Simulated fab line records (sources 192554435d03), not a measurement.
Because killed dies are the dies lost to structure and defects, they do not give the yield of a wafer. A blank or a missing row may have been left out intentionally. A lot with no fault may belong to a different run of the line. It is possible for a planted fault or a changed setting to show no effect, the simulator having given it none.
fab line records    flow n5Finfet
record: lots: 7  wafers: 39
route steps=1938 shown WELL_APT@26 GATE_CUT@477
startH: hours from the record's opening day to when the first of the lot's shown wafers began    waitH: hours from the lot's prior step to this one    " as in the row above    L1.1+2: a row that stands for several wafers    - value missing, or start not given    * or withheld: withheld    < > ~ a bound
route shown NAME@n: names a module that has steps shown in the file, with the first one's number in the route    usual: mean/standard deviation of fault-free wafers    same: alike in all rows    chamber/n: place in a boat    sites: the reading at each site    _std_site: the standard deviation of these    _edge_site: the outer-site mean with the inner-site mean subtracted    radiusMm: for every site, how far away it sits from the centre of the wafer    mask NAME#n: copy n    behind: the tool/chamber that last shaped the wafer    hold: what put the lot on hold/how long, in hours/how the hold closed    device: which transistor (n, p or np) failed to switch    end of line: tests of these same wafers at the route's end    for a step that has no rows: nothing shown but its recipe    killed: dies lost to structure and defects at the first sort, not the wafer's yield    map: a wafer's dies, marking killed ones x, the rest . and places with no die _
set.NAME: the run value of the setting; set.NAME@STEP: its run value at that earlier step    model.NAME: the simulator's own value behind a step, which no gauge read
lots with deliberately changed settings; one table per step, one row per wafer
== steps ==
step: N5_WELL_APT_DEVELOP_07
recipe: developTimeS: 45  rinseLiquid: surfactantRinse  dry: airSpin  devTempC: 21
lot.wafer         tool           chamber  startH  waitH  set.developTimeS
L078.1+5+6        lithoTrack-01  0        -       -      28.77
L078.2+3+4        "              0        "       "      45
L080.1+3+6        lithoTrack-02  0        -       -      23.54
L080.2+4+5        "              0        "       "      45
L082.1+2+3+4+5+6  lithoTrack-01  0        -       -      45
L085.1+3+4        lithoTrack-01  0        -       -      45
L085.2+5+6        "              0        "       "      62.18
L086.1+2+3        lithoTrack-02  0        -       -      45
L086.4+5+6        "              0        "       "      33.54
L089.2+3+6        lithoTrack-02  0        -       -      45
L092.1+2+4        lithoTrack-02  0        -       -      22.07
L092.3+5+6        "              0        "       "      45
step: N5_WELL_APT_HARDBAKE_12
recipe: tempC: 130  timeS: 120
step: N5_WELL_APT_DESCUM_13
recipe: chemistry: O2  timeS: 7.9  sourcePowerW: 50  biasPowerW: 20  pressureMtorr: 20  rfFrequencyHz: 2.712e+07  tempC: 40  o2FlowSccm: 225
lot.wafer  tool        chamber  startH  waitH  set.developTimeS@WELL_APT_DEVELOP_07  model.WELL_APT.cdNm
L078.1     rieDiel-03  3        37.91   0.0    28.77                                 201
L078.2     "           2        "       "      45                                    202.7
L078.3     "           1        "       "      45                                    203.3
L078.4     "           0        "       "      45                                    202.5
L078.5+6   "           0,3      "       "      28.77                                 200.9
L080.1+3   rieDiel-04  0,3      49.92   0.3    23.54                                 195
L080.2     "           2        "       "      45                                    198.5
L080.4     "           1        "       "      45                                    198.9
L080.5     "           3        "       "      45                                    198.6
L080.6     "           0        "       "      23.54                                 196.2
L082.1     rieDiel-04  3        61.71   0.0    45                                    199.6
L082.2+4   "           0,2      "       "      45                                    200.8
L082.3     "           1        "       "      45                                    200.4
L082.5     "           1        "       "      45                                    200.6
L082.6     "           2        "       "      45                                    201.2
L085.1     rieDiel-03  0        80.04   0.1    45                                    199.3
L085.2     "           3        "       "      62.18                                 201.7
L085.3     "           1        "       "      45                                    200.4
L085.4     "           2        "       "      45                                    200.6
L085.5     "           3        "       "      62.18                                 200.7
L085.6     "           2        "       "      62.18                                 202.4
L086.1     rieDiel-04  1        85.88   0.1    45                                    199.5
L086.2     "           3        "       "      45                                    200.1
L086.3     "           0        "       "      45                                    199.1
L086.4     "           2        "       "      33.54                                 198.4
L086.5     "           3        "       "      33.54                                 198.3
L086.6     "           0        "       "      33.54                                 197.4
L089.2     rieDiel-03  3        103.79  0.0    45                                    198.3
L089.3     "           2        "       "      45                                    -
L089.6     "           3        "       "      45                                    200.9
L092.1     rieDiel-05  2        121.77  0.0    22.07                                 196.7
L092.2     "           1        "       "      22.07                                 197.5
L092.3     "           0        "       "      45                                    200.2
L092.4     "           3        "       "      22.07                                 196.2
L092.5     "           1        "       "      45                                    200.8
L092.6     "           2        "       "      45                                    199.6
step: N5_GATE_CUT_HM_DEP_46
recipe: material: SiO2  targetThkA: 1300  tempC: 400  precursor: TEOS/O2  pressureTorr: 6.5  rfW: 900  teosFlowSccm: 161.4  gas: O2  flowSccm: 2650  timeS: 26.6
lot.wafer  tool      chamber  startH  waitH  set.targetThkA  model.SiO2_of_GATE_CUT_HM_DEP_46.thkNm
L078.1     pecvd-01  1        104.90  0.0    1300            129.4
L078.2     "         2        "       "      1300            128.2
L078.3     "         0        "       "      1300            128
L078.4     "         0        "       "      1300            129.6
L078.5     "         1        "       "      1300            131.8
L078.6     "         2        "       "      1300            129.2
L080.1     pecvd-03  1        116.22  0.0    1300            130.2
L080.2     "         0        "       "      1300            130.4
L080.3     "         2        "       "      1300            127
L080.4     "         2        "       "      1300            131.4
L080.5     "         0        "       "      1300            132.4
L080.6     "         1        "       "      1300            133
L082.1     pecvd-03  1        135.89  0.0    920.8           92.8
L082.2     "         2        "       "      1300            128.4
L082.3     "         0        "       "      1300            129.8
L082.4     "         0        "       "      920.8           92.6
L082.5     "         2        "       "      920.8           92
L082.6     "         1        "       "      1300            131.2
L085.1     pecvd-04  0        150.21  0.0    1300            130.6
L085.2+3   "         2,1      "       "      1555            153.4
L085.4     "         0        "       "      1300            131.4
L085.5     "         1        "       "      1300            130.2
L085.6     "         2        "       "      1555            157
L086.1     pecvd-04  0        158.25  0.0    1563            159.2
L086.2     "         2        "       "      1300            130.2
L086.3     "         1        "       "      1563            156.6
L086.4     "         2        "       "      1563            158.6
L086.5     "         0        "       "      1300            135.4
L086.6     "         1        "       "      1300            132
L089.2+6   pecvd-03  1,0      173.26  0.0    1300            130.4
L089.3     "         0        "       "      1300            130
L092.1     pecvd-04  0        189.63  0.0    1300            128.8
L092.2     "         1        "       "      1300            127.4
L092.3     "         2        "       "      758.4           74.4
L092.4+5   "         2,0      "       "      758.4           76.8
L092.6     "         1        "       "      1300            130
step: N5_GATE_CUT_COAT_34
recipe: resist: SOC  tempC: 250  timeS: 60  spinRpm: 1500  resistThkNm: 60
step: N5_GATE_CUT_COAT_35
recipe: resist: SiARC  tempC: 220  timeS: 60  spinRpm: 1500  resistThkNm: 10
step: N5_GATE_CUT_STRIP_38
recipe: chemistry: N2/H2  tempC: 40  n2FlowSccm: 200  h2FlowSccm: 200  rfFrequencyHz: 6e+07
step: N5_GATE_CUT_STRIP_39
recipe: chemistry: N2/H2  tempC: 40  n2FlowSccm: 200  h2FlowSccm: 200  rfFrequencyHz: 6e+07
step: N5_GATE_CUT_HM_OPEN_40
recipe: chemistry: C4F6/O2  target: SiO2  maskMaterial: SiARC  targetDepthA: 1390  timeS: 85.1  ionEnergyEv: 250  pressureMtorr: 30  sourceW: 345  biasW: 185  Ar_flow_sccm: 300  C4F6_flow_sccm: 10  O2_flow_sccm: 10  ends: cleared
usual: etchRfOnTimeS: 94.0/1.6
lot.wafer  tool        chamber  startH  waitH  set.targetThkA@GATE_CUT_HM_DEP_46  etchRfOnTimeS  model.etch.depthNm  model.SOC_of_GATE_CUT_COAT_34.thkNm
L078.1     rieDiel-06  1        105.52  0.0    1300                               94.0           129.4               33
L078.2     "           2        "       "      1300                               93.1           128.2               33
L078.3     "           3        "       "      1300                               94.0           128                 32.8
L078.4     "           0        "       "      1300                               95.2           129.5               33
L078.5     "           3        "       "      1300                               96.0           131.9               32.2
L078.6     "           0        "       "      1300                               95.9           129.3               32.8
L080.1     rieDiel-02  0        116.86  0.0    1300                               92.4           130.1               32.4
L080.2     "           1        "       "      1300                               92.9           130.4               32.4
L080.3     "           2        "       "      1300                               91.3           127.1               33.2
L080.4     "           3        "       "      1300                               93.4           131.3               32.4
L080.5     "           1        "       "      1300                               94.7           132.5               32
L080.6     "           0        "       "      1300                               95.2           133.1               31.8
L082.1     rieDiel-02  2        136.99  0.0    920.8                              67.6           92.85               40.6
L082.2     "           1        "       "      1300                               92.8           128.3               32.8
L082.3     "           0        "       "      1300                               93.2           129.8               32.6
L082.4     "           3        "       "      920.8                              65.9           92.63               40.4
L082.5     "           0        "       "      920.8                              66.3           92.05               40.6
L082.6     "           3        "       "      1300                               93.4           131.1               32.2
L085.1     rieDiel-02  2        150.96  0.0    1300                               94.4           130.6               32.8
L085.2     "           0        "       "      1555                               109.2          153.4               27.8
L085.3     "           1        "       "      1555                               110.2          153.5               27.8
L085.4     "           3        "       "      1300                               93.3           131.3               32.6
L085.5     "           0        "       "      1300                               93.0           130.3               32.6
L085.6     "           1        "       "      1555                               112.5          157                 26.8
L086.1     rieDiel-06  0        158.87  0.0    1563                               116.6          159.2               26.6
L086.2     "           3        "       "      1300                               95.7           130.2               32.6
L086.3     "           1        "       "      1563                               113.1          156.7               26.8
L086.4     "           2        "       "      1563                               114.0          158.6               26.6
L086.5     "           0        "       "      1300                               98.9           135.4               31.6
L086.6     "           3        "       "      1300                               95.5           132                 32.2
L089.2     rieDiel-02  2        173.88  0.0    1300                               93.9           130.4               33
L089.3     "           3        "       "      1300                               92.9           129.9               32.8
L089.6     "           2        "       "      1300                               93.1           130.4               33
L092.1     rieDiel-02  3        190.35  0.0    1300                               92.0           128.7               32.8
L092.2     "           2        "       "      1300                               92.4           127.4               33.6
L092.3     "           1        "       "      758.4                              53.1           74.32               44.4
L092.4     "           0        "       "      758.4                              54.3           76.72               44.2
L092.5     "           3        "       "      758.4                              54.6           76.78               43.8
L092.6     "           2        "       "      1300                               93.3           130                 33.2
step: N5_GATE_CUT_STRIP_41
recipe: chemistry: CF4  resist: SiARC  powerW: 300  biasPowerW: 75  pressureMtorr: 50  cf4FlowSccm: 150  rfFrequencyHz: 6e+07
step: N5_GATE_CUT_STRIP_42
recipe: chemistry: O2  powerW: 400  tempC: 40  pressureMtorr: 30  rfFrequencyHz: 6e+07  biasPowerW: 0  overashFraction: 0.3  o2FlowSccm: 225
step: N5_GATE_CUT_ALD_22
recipe: material: SiNx  targetThkA: 160  tempC: 400  aldPrecursorFamily: SiH2I2  aldCoReactant: N2/H2-plasma  pulseTimeS: 1  aldCycles: 320  purgeTimeS: 2  coReactantPurgeTimeS: 2  pressureTorr: 2
step: N5_GATE_CUT_CMP_23
recipe: stopOn: SiO2  tOverpolishS: 23.4  postCmpClean: alkalineBrush  downForcePsi: 2.5  platenRpm: 51.8  padVelocityMS: 1.0307  targetThkNm: 16
step: N5_GATE_CUT_THK_MEAS_24
recipe: reads: SiO2_of_GATE_CUT_HM_DEP_46+SiO2_flowable_of_ILD0_FCVD_FILL_01
usual: GC_FILL_THK: 219.7/1.9
lot.wafer  tool          chamber  startH  waitH  set.targetThkA@GATE_CUT_HM_DEP_46  GC_FILL_THK[nm]
L078.1     filmMetro-01  -        107.97  -      1300                               219.5
L078.2     "             -        "       "      1300                               219.4
L078.3     "             -        "       "      1300                               218.6
L078.4     "             -        "       "      1300                               219.9
L078.5     "             -        "       "      1300                               221.8
L078.6     "             -        "       "      1300                               219.7
L080.1     filmMetro-01  -        119.32  -      1300                               220.2
L080.2     "             -        "       "      1300                               220.4
L080.3     "             -        "       "      1300                               217.7
L080.4     "             -        "       "      1300                               221.5
L080.5     "             -        "       "      1300                               222.6
L080.6     "             -        "       "      1300                               224.2
L082.1     filmMetro-02  -        139.49  -      920.8                              182.1
L082.2     "             -        "       "      1300                               218.2
L082.3     "             -        "       "      1300                               217.4
L082.4     "             -        "       "      920.8                              181.2
L082.5     "             -        "       "      920.8                              180.9
L082.6     "             -        "       "      1300                               219.2
L085.1     filmMetro-01  -        154.33  -      1300                               221.7
L085.2     "             -        "       "      1555                               243.3
L085.3     "             -        "       "      1555                               244.6
L085.4     "             -        "       "      1300                               220.7
L085.5     "             -        "       "      1300                               220.2
L085.6     "             -        "       "      1555                               247.2
L086.1     filmMetro-02  -        161.35  0.2    1563                               248.6
L086.2     "             -        "       "      1300                               220.6
L086.3     "             -        "       "      1563                               247.7
L086.4     "             -        "       "      1563                               247.8
L086.5     "             -        "       "      1300                               225.5
L086.6     "             -        "       "      1300                               222.1
L089.2     filmMetro-02  -        176.34  -      1300                               219.1
L089.3     "             -        "       "      1300                               219.6
L089.6     "             -        "       "      1300                               219.6
L092.1     filmMetro-02  -        192.90  -      1300                               218.0
L092.2     "             -        "       "      1300                               217.1
L092.3     "             -        "       "      758.4                              164.4
L092.4     "             -        "       "      758.4                              167.1
L092.5     "             -        "       "      758.4                              165.3
L092.6     "             -        "       "      1300                               220.5
step: N5_GATE_CUT_CMP_43
recipe: material: SiO2  postCmpClean: rinseOnly
lot.wafer         tool    chamber      startH  waitH  set.targetThkA@GATE_CUT_HM_DEP_46  model.SiO2_of_GATE_CUT_HM_DEP_46.thkNm
L078.3+1+4+2+5+6  cmp-02  3,0,1,2,3,0  108.13  0.2    1300                               5
L080.4+1+2        cmp-01  3,1,2        119.35  0.0    1300                               5
L080.3            "       0            "       "      1300                               4.8
L080.5+6          "       3,0          "       "      1300                               5.2
L082.2+3+6        cmp-01  1,3,1        139.59  0.1    1300                               5
L082.4+1+5        "       2,0,2        "       "      920.8                              3.2
L085.3+2+6        cmp-02  3,2,3        154.36  0.0    1555                               6.2
L085.1+4+5        "       0,1,0        "       "      1300                               5
L086.2+6          cmp-01  2            161.38  0.0    1300                               5
L086.4+1          "       3,0          "       "      1563                               6.4
L086.3            "       1            "       "      1563                               6.2
L086.5            "       3            "       "      1300                               5.2
L089.3+2+6        cmp-01  1,2,0        176.45  0.1    1300                               5
L092.4+3+5        cmp-04  3,0,0        192.93  0.0    758.4                              2.4
L092.1+6          "       1,3          "       "      1300                               5
L092.2            "       2            "       "      1300                               4.8
== key ==
split: step: N5_WELL_APT_DEVELOP_07  setting: developTimeS  stated: 45  by: wafer
response: step: N5_WELL_APT_DESCUM_13  reading: model.WELL_APT.cdNm  change: +0.0596  per: 1%  r: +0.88
split: step: N5_GATE_CUT_HM_DEP_46  setting: targetThkA  stated: 1300  by: wafer
response: step: N5_GATE_CUT_HM_DEP_46  reading: model.SiO2_of_GATE_CUT_HM_DEP_46.thkNm  change: +1.26  per: 1%  r: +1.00
response: step: N5_GATE_CUT_HM_OPEN_40  reading: etchRfOnTimeS  change: *  per: 1%  r: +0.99
response: step: N5_GATE_CUT_HM_OPEN_40  reading: model.etch.depthNm  change: +1.26  per: 1%  r: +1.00
response: step: N5_GATE_CUT_HM_OPEN_40  reading: model.SOC_of_GATE_CUT_COAT_34.thkNm  change: -0.267  per: 1%  r: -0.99
response: step: N5_GATE_CUT_THK_MEAS_24  reading: GC_FILL_THK  change: +1.26  per: 1%  r: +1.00
response: step: N5_GATE_CUT_CMP_43  reading: model.SiO2_of_GATE_CUT_HM_DEP_46.thkNm  change: +0.0613  per: 1%  r: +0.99
